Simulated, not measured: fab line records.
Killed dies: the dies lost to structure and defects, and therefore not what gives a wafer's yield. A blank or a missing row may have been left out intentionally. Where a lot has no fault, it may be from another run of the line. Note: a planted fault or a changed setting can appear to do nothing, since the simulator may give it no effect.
fab line records ; flow n5-finfet
record lots=3; wafers=9; last-day=17
route steps=1938 shown FIN_CUT@157 STI_FIN_REVEAL@183 BEOL_M4@1111 PASSIVATION@1936
lots that met no fault: from a run of the same line without faults
start-h: hours from the record's opening day to when the first of the lot's shown wafers began ; wait-h: how many hours have passed since the lot's step before this one ; " repeats the value in the row above ; L1.1+2: a single row standing in for several wafers ; - value missing, or start not given ; * or withheld: withheld ; < > ~ a bound
route shown NAME@n: NAME is a module with steps in the file, n the number in the route of the first one ; usual: mean/standard deviation taken from wafers without a fault ; same: alike in all rows ; chamber/n: place in a boat ; sites: each site's reading ; _std_site: their standard deviation ; _edge_site: inner sites' mean taken away from outer sites' mean ; radius-mm: how far each site lies from the wafer's centre ; mask NAME#n: copy n ; behind: the tool/chamber that last shaped the wafer ; hold: reason for holding the lot/hours on hold/outcome of the hold ; device: whichever transistor did not switch (one of n, p or np) ; end of line: the tests these same wafers got at the end of their route ; a step without rows: its recipe alone ; killed: dies lost to structure and defects at the first sort, not the wafer's yield ; map: a wafer's dies, x killed, . not, _ none there
set.NAME: the setting that was run; set.NAME@STEP: the one run at that earlier step ; model.NAME: the simulator's own value behind a step, which no gauge read
lots at some steps of the route; a table a step, a row a wafer
services: from which hour (start-h, from the record's first day; less than 0 if before it) a tool's chamber was out of use, for how many hours, and why
## steps
# step N5_FIN_CUT_COAT_02
# recipe resist=CAR-EUV; spin-rpm=1500; resist-thk-nm=30
# step N5_FIN_CUT_EBR_04
# recipe solvent=PGMEA; ebr-width-mm=1.5
# step N5_FIN_CUT_SOFTBAKE_03
# recipe temp-c=110; time-s=60; resist=CAR-EUV
# step N5_FIN_CUT_EXPOSE_05
# recipe mask-id=FIN_CUT; na=0.33; source-shape=annular; sigma-inner=0.35; sigma-outer=0.8; polarization=unpolarized; dose-mj=45.75
# step N5_FIN_CUT_PEB_06
# recipe peb-temp-c=100; peb-time-s=60; resist=CAR-EUV
# step N5_FIN_CUT_DEVELOP_07
# recipe develop-time-s=30; developer=TMAH; resist=CAR-EUV; rinse-liquid=surfactant-rinse; dry=air-spin; dev-temp-c=23
# step N5_FIN_CUT_DESCUM_13
# recipe chemistry=O2; time-s=7; source-power-w=50; bias-power-w=20; pressure-mtorr=20; rf-frequency-hz=2.712e+07; temp-c=40; resist=CAR-EUV; o2-flow-sccm=225
# step N5_FIN_CUT_ETCH_30
# recipe chemistry=N2/H2; target=underlayer; target-depth-a=130; mask-material=CAR-EUV; time-s=10.4; ion-energy-ev=200; pressure-mtorr=30; source-w=840; bias-w=150; n2-flow-sccm=200; h2-flow-sccm=200; ends=cleared
# step N5_FIN_CUT_ETCH_20
# recipe chemistry=CF4; target=SiARC; target-depth-a=260; mask-material=CAR-EUV; time-s=43.3; ion-energy-ev=80; pressure-mtorr=40; source-w=545; bias-w=36; Ar_flow_sccm=100; cf4-flow-sccm=100; ends=cleared
# step N5_FIN_CUT_ETCH_21
# recipe chemistry=N2/H2; target=SOC; target-depth-a=2190; overetch-a=438; mask-material=SiARC; temp-c=40; ion-energy-ev=100; bias-w=61; time-s=523.5; pressure-mtorr=30; source-w=850; n2-flow-sccm=200; h2-flow-sccm=200
# usual drypump-motor-current-A=5.9/0.33; oes-product-au=0.69/0.06; rf-vpp-V=241.1/1.2; showerhead-plenum-p-Torr=2.57/0.089; throttle-valve-pct=18.00/0.26
# same time-s=523.5
lot.wafer;tool;chamber;start-h;wait-h;drypump-motor-current-A;oes-product-au;rf-hours-counter-h;rf-vpp-V;showerhead-plenum-p-Torr;throttle-valve-pct;model.etch.depth-nm;model.SiARC_of_FIN_CUT_COAT_19.thk-nm;model.FIN_CUT.cd-offset-nm
L354.4;rie-diel-02;2;77.95;0.0;6.0;0.71;145;241.4;2.66;18.03;230.6;11.8;0
L354.5;rie-diel-02;2;77.95;0.0;6.0;0.68;-;242.6;2.66;18.04;213.4;13.4;-1
L354.6;rie-diel-02;1;77.95;0.0;5.7;0.64;-;240.7;2.43;18.05;204.8;14;-1.2
L360.2;rie-diel-03;2;111.33;0.0;6.5;0.69;146;240.8;2.52;17.58;230.7;11.8;0.6
L360.4;rie-diel-03;0;111.33;0.0;6.1;0.71;141;242.4;2.64;17.49;230.5;12.4;0.4
L360.6;rie-diel-03;3;111.33;0.0;6.6;0.87;-;243.1;2.70;17.51;230.5;12.4;-2
L369.1;rie-diel-02;0;166.16;0.0;5.9;0.64;239;243.1;2.63;18.20;231.1;11.4;1
L369.3;rie-diel-02;1;166.16;0.0;5.7;0.66;186;240.7;2.42;18.08;230;12.2;0.2
L369.4;rie-diel-02;2;166.16;0.0;6.0;0.69;172;241.0;2.65;18.10;231;11.8;0.8
# step N5_FIN_CUT_STRIP_23
# recipe chemistry=N2/H2; temp-c=40; n2-flow-sccm=200; h2-flow-sccm=200; rf-frequency-hz=6e+07
# step N5_FIN_CUT_STRIP_31
# recipe chemistry=N2/H2; temp-c=40; n2-flow-sccm=200; h2-flow-sccm=200; rf-frequency-hz=6e+07
# step N5_FIN_CUT_STRIP_24
# recipe chemistry=CF4; resist=SiARC; power-w=300; bias-power-w=75; pressure-mtorr=50; cf4-flow-sccm=150; rf-frequency-hz=6e+07
# step N5_FIN_CUT_CUT_ETCH_26
# recipe chemistry=CH3F/O2; target=SiNx; target-depth-a=390; mask-material=SOC; time-s=55.7; pressure-mtorr=30; source-w=395; bias-w=73; Ar_flow_sccm=150; CH3F_flow_sccm=30; O2_flow_sccm=20; ion-energy-ev=120
# step N5_FIN_CUT_CUT_ETCH_27
# recipe chemistry=CHF3/O2; target=SiO2; target-depth-a=40; mask-material=SOC; overetch-a=20; time-s=4.9; pressure-mtorr=30; source-w=650; bias-w=170; Ar_flow_sccm=200; CHF3_flow_sccm=50; O2_flow_sccm=5; ion-energy-ev=200
# usual O2_flow_sccm=5.002/0.014; drypump-motor-current-A=5.9/0.33; oes_ar_750_au=0.75/0.064; oes-product-au=0.59/0.052; rf-vpp-V=526/19; showerhead-plenum-p-Torr=2.43/0.074; throttle-valve-pct=18.93/0.19
# same time-s=4.9
lot.wafer;tool;chamber;start-h;wait-h;O2_flow_sccm;drypump-motor-current-A;oes_ar_750_au;oes-product-au;rf-hours-counter-h;rf-vpp-V;showerhead-plenum-p-Torr;throttle-valve-pct
L354.4;rie-diel-02;2;78.34;0.0;5.004;6.0;0.76;0.61;145;522;2.52;18.90
L354.5;rie-diel-02;2;78.34;0.0;4.999;6.0;0.77;0.49;-;522;2.52;18.91
L354.6;rie-diel-02;1;78.34;0.0;5.008;5.7;0.75;0.32;-;500;2.32;19.02
L360.2;rie-diel-03;2;111.72;0.0;4.990;6.4;0.75;0.59;146;533;2.41;18.77
L360.4;rie-diel-03;0;111.72;0.0;5.012;6.1;0.77;0.61;141;507;2.50;18.59
L360.6;rie-diel-03;3;111.72;0.0;5.004;6.6;0.93;0.75;-;526;2.56;18.56
L369.1;rie-diel-02;0;166.55;0.0;4.988;5.9;0.70;0.54;239;549;2.45;18.92
L369.3;rie-diel-02;1;166.55;0.0;5.011;5.7;0.73;0.57;186;499;2.31;19.09
L369.4;rie-diel-02;2;166.55;0.0;5.024;6.0;0.74;0.59;173;520;2.51;18.96
# step N5_FIN_CUT_PRECLEAN_35
# recipe time-s=13.3; temp-c=45; pressure-torr=125; p-hf-torr=3; p-coreactant-torr=25; chemistry=vHF
# step N5_FIN_CUT_CUT_ETCH_15
# recipe chemistry=HBr/Cl2/O2; target=Si; target-depth-a=1000; bt-time-s=10; mask-material=SOC; time-s=42.4; ion-energy-ev=*; bias-w=*; pressure-mtorr=10; icp-w=800; HBr_flow_sccm=150; Cl2_flow_sccm=80; O2_flow_sccm=12
# step N5_FIN_CUT_CUT_ETCH_28
# recipe chemistry=HBr/Cl2/O2; target=Si; target-depth-a=60; mask-material=SOC; time-s=2.4; ion-energy-ev=*; bias-w=*; pressure-mtorr=10; icp-w=800; HBr_flow_sccm=150; Cl2_flow_sccm=80; O2_flow_sccm=12
# usual O2_flow_sccm=12.00/0.033; drypump-motor-current-A=5.6/0.49; oes-product-au=0.998/0.019; throttle-valve-pct=37.1/0.46
# same time-s=2.4
lot.wafer;tool;chamber;start-h;wait-h;O2_flow_sccm;drypump-motor-current-A;oes-product-au;rf-hours-counter-h;throttle-valve-pct;model.FIN_CUT.cd-offset-nm
L354.4;rie-si-02;3;78.55;0.0;12.03;5.5;0.992;7;37.0;-0.4
L354.5;rie-si-02;1;78.55;0.0;12.00;5.7;1.012;-;36.3;-1.6
L354.6;rie-si-02;2;78.55;0.0;11.97;5.4;0.988;-;37.1;-1.4
L360.2;rie-si-04;0;111.92;0.0;11.95;5.9;0.981;6;37.7;0.8
L360.4;rie-si-04;2;111.92;0.0;12.08;5.1;1.005;128;37.1;0.4
L360.6;rie-si-04;1;111.92;0.0;11.95;5.8;1.014;-;37.5;-1.8
L369.1;rie-si-02;1;166.81;0.0;12.02;5.7;1.005;56;36.4;1.2
L369.3;rie-si-02;2;166.81;0.0;12.00;5.3;0.979;62;37.0;0.8
L369.4;rie-si-02;0;166.81;0.0;12.00;5.9;0.976;5;37.9;1.4
# step N5_FIN_CUT_STRIP_22
# recipe chemistry=N2/H2; power-w=500; temp-c=40; pressure-mtorr=50; rf-frequency-hz=6e+07; overash-fraction=0.3; bias-power-w=8; h2-frac=0.5; n2-flow-sccm=300; h2-flow-sccm=300
# step N5_FIN_CUT_PRECLEAN_36
# recipe chemistry=O3/DIW; time-s=60; temp-c=22; o3-ppm=10
# step N5_FIN_CUT_SRD_32
# recipe dry=ipa-marangoni; time-s=30; temp-c=23; rinse-liquid=diw
# step N5_FIN_CUT_UV_OZONE_34
# recipe time-s=120; pressure-torr=760; temp-c=25
# step N5_STI_FIN_REVEAL_ALD_00
# recipe material=SiO2; target-thk-a=10; temp-c=300; ald-precursor-family=BDEAS; ald-co-reactant=O2-plasma; pulse-time-s=1; pressure-torr=2
# step N5_STI_FIN_REVEAL_ALD_14
# recipe material=Si3N4; target-thk-a=30; temp-c=400; ald-precursor-family=SiH2I2; ald-co-reactant=N2/H2-plasma; pressure-torr=2
# step N5_STI_FIN_REVEAL_FCVD_FILL_01
# recipe material=SiO2_flowable; target-thk-a=3120; temp-c=100; pressure-torr=0.8; rf-w=2000; time-s=512.2
# step N5_STI_FIN_REVEAL_DENSIFY_02
# recipe temp-c=650; ambient=steam; time-s=1800; idle-temp-c=400; densification-p-h2o-torr=640
# step N5_STI_FIN_REVEAL_CMP_04
# recipe stop-on=Si3N4; t-overpolish-s=4; down-force-psi=2; platen-rpm=54.18; post-cmp-clean=alkaline-brush; pad-velocity-m-s=1.078; target-thk-nm=131.83
# step N5_STI_FIN_REVEAL_DENSIFY_30
# recipe temp-c=*; time-s=*; ambient=N2; idle-temp-c=600; ramp-up-c-per-s=150; ramp-down-c-per-s=60; cool-to-c=600
# step N5_STI_FIN_REVEAL_ETCHBACK_08
# recipe chemistry=C4F6/O2; target=SiO2; target-depth-a=305; time-s=10.167; ion-energy-ev=250; pressure-mtorr=30; source-w=345; bias-w=185; Ar_flow_sccm=300; C4F6_flow_sccm=10; O2_flow_sccm=10
# step N5_STI_FIN_REVEAL_STRIP_24
# recipe chemistry=N2/H2; time-s=90; power-w=100; temp-c=40; pressure-mtorr=100; rf-frequency-hz=6e+07; bias-power-w=3; n2-flow-sccm=300; h2-flow-sccm=300
# step N5_STI_FIN_REVEAL_PRECLEAN_25
# recipe chemistry=SPM; time-s=90; temp-c=120; mix=4:1
# step N5_STI_FIN_REVEAL_PRECLEAN_26
# recipe chemistry=SC1; time-s=45; temp-c=46; mix=1:2:100
# step N5_STI_FIN_REVEAL_PRECLEAN_29
# recipe chemistry=DHF; time-s=30; temp-c=25; dilution=300:1
# step N5_STI_FIN_REVEAL_SRD_12
# recipe time-s=30; temp-c=23; rinse-liquid=diw; dry=ipa-marangoni
# step N5_STI_FIN_REVEAL_RECESS_09
# recipe chemistry=HF/NH3; target=SiO2; afs-cycles=11; target-depth-a=425; temp-c=30; sublimation-temp-c=180; sublimation-time-s=60
# step N5_STI_FIN_REVEAL_STRIP_16
# recipe chemistry=H3PO4; material=SiNx; temp-c=165; target-depth-a=238; overetch-fraction=0.4964; dry=ipa-marangoni
# step N5_STI_FIN_REVEAL_PRECLEAN_17
# recipe chemistry=NF3:NH3; afs-cycles=1; temp-c=30; time-s=20; sublimation-temp-c=180; sublimation-time-s=60; pressure-torr=3; rf-power-w=30
# step N5_BEOL_M4_RC_MEAS_101
# usual DIBL_N=36.8/2.2; DIBL_P=37.0/2.8; IOFF_N=0.18/0.043; IOFF_P=0.23/0.05; ION_N=680/14; ION_P=466/9.1; SS_N=71.7/0.74; SS_P=73.5/0.79; VT_N=248/4; VT_P=-249/4.1
lot.wafer;tool;chamber;start-h;wait-h;DIBL_N[mV/V];DIBL_P[mV/V];IOFF_N[nA/um];IOFF_P[nA/um];ION_N[uA/um];ION_P[uA/um];SS_N[mV/dec];SS_P[mV/dec];VT_N[mV];VT_P[mV]
L354.4;prober-02;0;224.91;0.5;36.1;39.6;0.17;0.24;676;466;71.0;73.6;247;-250
L360.2;prober-02;0;254.20;0.2;36.5;36.8;0.20;0.22;689;465;70.9;73.4;245;-252
L360.4;prober-02;0;254.20;0.2;36.2;36.5;0.18;0.22;692;471;71.5;73.1;245;-249
L360.6;prober-02;0;254.20;0.2;34.8;35.1;0.16;0.19;686;470;71.2;72.8;247;-251
L369.1;prober-02;0;298.90;0.0;37.5;38.4;0.21;0.27;689;477;72.1;73.1;244;-242
L369.3;prober-02;0;298.90;0.0;35.7;37.0;0.18;0.24;687;477;71.6;73.1;244;-246
L369.4;prober-02;0;298.90;0.0;34.9;34.6;0.16;0.20;671;465;71.3;73.1;247;-249
# step N5_PASSIVATION_PROBE_49
# usual defect-limited-yield=91.4/1.5; killed_at_M0_to_M3=36/11; killed_at_M4_up=14/6; killed-at-contacts=11/6; killed-at-front-end=37/11; killed-at-other=4/3.4; killed-dies=102/18; killed-on-rim=13/3.5; killed-open=66/13; killed-short=34/7.8; sort_bin_4_leakage=0.00/0.017; sort_bin_5_function=5.0/0.97; sort_bin_6_memory=3.2/0.7; sort-n-pass=1078/19; sort-yield-pct=91.3/1.6
# same gross-dies=1180; killed-at-back-side=0; sort_bin_8_speed[%]=0
lot.wafer;tool;chamber;start-h;wait-h;defect-limited-yield[%];killed_at_M0_to_M3;killed_at_M4_up;killed-at-contacts;killed-at-front-end;killed-at-other;killed-dies;killed-on-rim;killed-open;killed-short;sort_bin_4_leakage[%];sort_bin_5_function[%];sort_bin_6_memory[%];sort-n-pass;sort-yield-pct[%]
L354.4;prober-01;-;323.87;0.2;92.0;44;7;5;33;5;94;11;56;38;0;4.6;3.1;1086;92.0
L354.5;prober-01;-;323.92;0.2;0.5;54;8;5;1106;1;1174;146;77;34;0;95.8;3.5;6;0.5
L354.6;prober-01;-;323.97;0.3;0;38;8;7;1126;1;1180;152;65;25;0;97.6;2.3;0;0
L360.2;prober-02;-;359.26;0.5;92.9;34;12;10;27;1;84;9;47;36;0;3.8;2.7;1096;92.9
L360.4;prober-02;-;359.36;0.6;92.1;38;21;11;23;0;93;15;64;28;0;4.2;3.6;1087;92.1
L360.6;prober-02;-;359.46;0.7;89.7;46;22;12;40;2;122;18;81;38;0;5.7;4.1;1058;89.7
# killed by level:class
L354.4 FIN_SAQP:geometric-particle:open=11 BEOL_M0_SAQP:geometric-particle:short=10 BEOL_M2:geometric-particle:open=9 FIN_SAQP:geometric-particle:short=8 BEOL_M3:geometric-particle:open=6 GATE_CUT:geometric-particle:short=4 MOL_CONTACT_COAG:geometric-particle:open=4 BEOL_M0_SAQP:geometric-particle:open=4
L354.5 FIN_CUT:area-etch=1059 BEOL_M2:geometric-particle:open=18 BEOL_M3:geometric-particle:open=14 FIN_SAQP:geometric-particle:short=10 DUMMY_GATE:geometric-particle:open=10 FIN_SAQP:geometric-particle:open=9 BEOL_M1:geometric-particle:open=7 STI_FIN_REVEAL:geometric-particle:open=5
L354.6 FIN_CUT:area-etch=1089 BEOL_M0_SAQP:geometric-particle:open=11 FIN_SAQP:geometric-particle:short=9 FIN_SAQP:geometric-particle:open=7 MOL_CONTACT_COAG:geometric-particle:open=7 BEOL_M2:geometric-particle:open=6 BEOL_M4:geometric-particle:open=6 GATE_CUT:geometric-particle:short=5
L360.2 BEOL_M0_SAQP:geometric-particle:open=9 BEOL_M2:geometric-particle:open=9 GATE_CUT:geometric-particle:short=8 BEOL_M0_SAQP:geometric-particle:short=7 MOL_CONTACT_COAG:geometric-particle:open=6 GATE_CUT:geometric-particle:open=5 FIN_SAQP:geometric-particle:short=4 MOL_CONTACT_COAG:geometric-particle:short=3
L360.4 BEOL_M0_SAQP:geometric-particle:open=11 BEOL_M0_SAQP:geometric-particle:short=10 MOL_CONTACT_COAG:geometric-particle:open=9 BEOL_M2:geometric-particle:open=7 BEOL_M4:geometric-particle:open=7 FIN_SAQP:geometric-particle:short=4 DUMMY_GATE:geometric-particle:open=4 BEOL_M5:geometric-particle:open=4
L360.6 BEOL_M0_SAQP:geometric-particle:open=13 FIN_SAQP:geometric-particle:short=11 BEOL_M3:geometric-particle:open=10 MOL_CONTACT_COAG:geometric-particle:open=8 BEOL_M0_SAQP:geometric-particle:short=8 BEOL_M2:geometric-particle:open=7 BEOL_M5:geometric-particle:open=7 BEOL_M4:geometric-particle:open=6
# map L354.6 (x killed, . not)
_________________xxxxxxxxxxxx________________
______________xxxxxxxxxxxxxxxxxx_____________
___________xxxxxxxxxxxxxxxxxxxxxxxx__________
__________xxxxxxxxxxxxxxxxxxxxxxxxxx_________
________xxxxxxxxxxxxxxxxxxxxxxxxxxxxxx_______
_______xxxxxxxxxxxxxxxxxxxxxxxxxxxxxxxx______
______xxxxxxxxxxxxxxxxxxxxxxxxxxxxxxxxxx_____
_____xxxxxxxxxxxxxxxxxxxxxxxxxxxxxxxxxxxx____
____xxxxxxxxxxxxxxxxxxxxxxxxxxxxxxxxxxxxxx___
___xxxxxxxxxxxxxxxxxxxxxxxxxxxxxxxxxxxxxxxx__
___xxxxxxxxxxxxxxxxxxxxxxxxxxxxxxxxxxxxxxxx__
__xxxxxxxxxxxxxxxxxxxxxxxxxxxxxxxxxxxxxxxxxx_
__xxxxxxxxxxxxxxxxxxxxxxxxxxxxxxxxxxxxxxxxxx_
_xxxxxxxxxxxxxxxxxxxxxxxxxxxxxxxxxxxxxxxxxxxx
_xxxxxxxxxxxxxxxxxxxxxxxxxxxxxxxxxxxxxxxxxxxx
_xxxxxxxxxxxxxxxxxxxxxxxxxxxxxxxxxxxxxxxxxxxx
_xxxxxxxxxxxxxxxxxxxxxxxxxxxxxxxxxxxxxxxxxxxx
_xxxxxxxxxxxxxxxxxxxxxxxxxxxxxxxxxxxxxxxxxxxx
_xxxxxxxxxxxxxxxxxxxxxxxxxxxxxxxxxxxxxxxxxxxx
_xxxxxxxxxxxxxxxxxxxxxxxxxxxxxxxxxxxxxxxxxxxx
_xxxxxxxxxxxxxxxxxxxxxxxxxxxxxxxxxxxxxxxxxxxx
__xxxxxxxxxxxxxxxxxxxxxxxxxxxxxxxxxxxxxxxxxx_
__xxxxxxxxxxxxxxxxxxxxxxxxxxxxxxxxxxxxxxxxxx_
___xxxxxxxxxxxxxxxxxxxxxxxxxxxxxxxxxxxxxxxx__
___xxxxxxxxxxxxxxxxxxxxxxxxxxxxxxxxxxxxxxxx__
____xxxxxxxxxxxxxxxxxxxxxxxxxxxxxxxxxxxxxx___
_____xxxxxxxxxxxxxxxxxxxxxxxxxxxxxxxxxxxx____
______xxxxxxxxxxxxxxxxxxxxxxxxxxxxxxxxxx_____
_______xxxxxxxxxxxxxxxxxxxxxxxxxxxxxxxx______
________xxxxxxxxxxxxxxxxxxxxxxxxxxxxxx_______
__________xxxxxxxxxxxxxxxxxxxxxxxxxx_________
___________xxxxxxxxxxxxxxxxxxxxxxxx__________
______________xxxxxxxxxxxxxxxxxx_____________
_________________xxxxxxxxxxxx________________
# map L369.3 (x killed, . not)
_________________.......x....________________
______________.x................_____________
___________....x.x...x.........x...__________
__________...........x....x..x.x...._________
________....x........x...x............_______
_______...x..................x.........______
______.....x......x.........x..........._____
_____....x.x.......x.....................____
____..............xx....x.....x...........___
___....................x......x........xx.x__
___....x.xx............xx.........x........__
__.x.x.x........x.......................xx.._
__x....x.x.........x....x.........x.....x.xx_
_xx..x........x.x.....x..x..................x
_......x...xx..x..............x..........x...
_.........x...x......xx............x......x..
_..........xx..............x...........x.x...
_..x..xx...............x.....................
_.x.......................................x..
_......x.x......x............................
_x................x...x.....x....x...........
__....x...x...x...................x....x..x._
__........x......x................x.......xx_
___.................x..x........x.......x..__
___..x......x.....x........................__
____................x.......x.....x.x.....___
_____............x.......x....x..........____
______.......x........x.........x.x..x.._____
_______x.......xxx.................x...______
________x................x............_______
__________............x..x.....x...._________
___________.........x.x.....x..x...__________
______________.................x_____________
_________________.x........x.________________
## services
tool;chamber;start-h;hours;kind
rie-si-02;2;119.16;18.9;repair
rie-si-04;0;145.61;4.8;repair
rie-diel-03;1;147.36;3.3;repair
rie-diel-03;-;160.73;0.5;repair
## key
first-sign step=N5_FIN_CUT_CUT_ETCH_27; reading=oes-product-au; direction=down; sigmas=3.6; usual=0.59; struck=0.41
effect step=N5_PASSIVATION_PROBE_49; reading=killed-at-front-end; direction=up; sigmas=94; usual=37; struck=1116
model-effect step=N5_FIN_CUT_ETCH_21; value=etch.depth-nm; without=231.5; struck=209.1
model-effect step=N5_FIN_CUT_CUT_ETCH_28; value=FIN_CUT.cd-offset-nm; without=-0.3; struck=-1.5
more-kills-born-at N5_FIN_CUT_ETCH_21@rie-diel-02=2148
met-at N5_FIN_CUT_ETCH_21
struck-wafers L354.5,L354.6
later-rows-left-out L354.5,L354.6
fault kind=process-parameter-drift; tool=rie-diel-02; chamber=-; onset-h=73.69; steps=N5_FIN_CUT_ETCH_21; channel=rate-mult; offset=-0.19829; shape=step; end-h=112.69; scope=struck-wafers-only
# later-rows-left-out: the simulator's readings of these wafers behind a module that went badly wrong aren't trusted and aren't shown, but for the sort
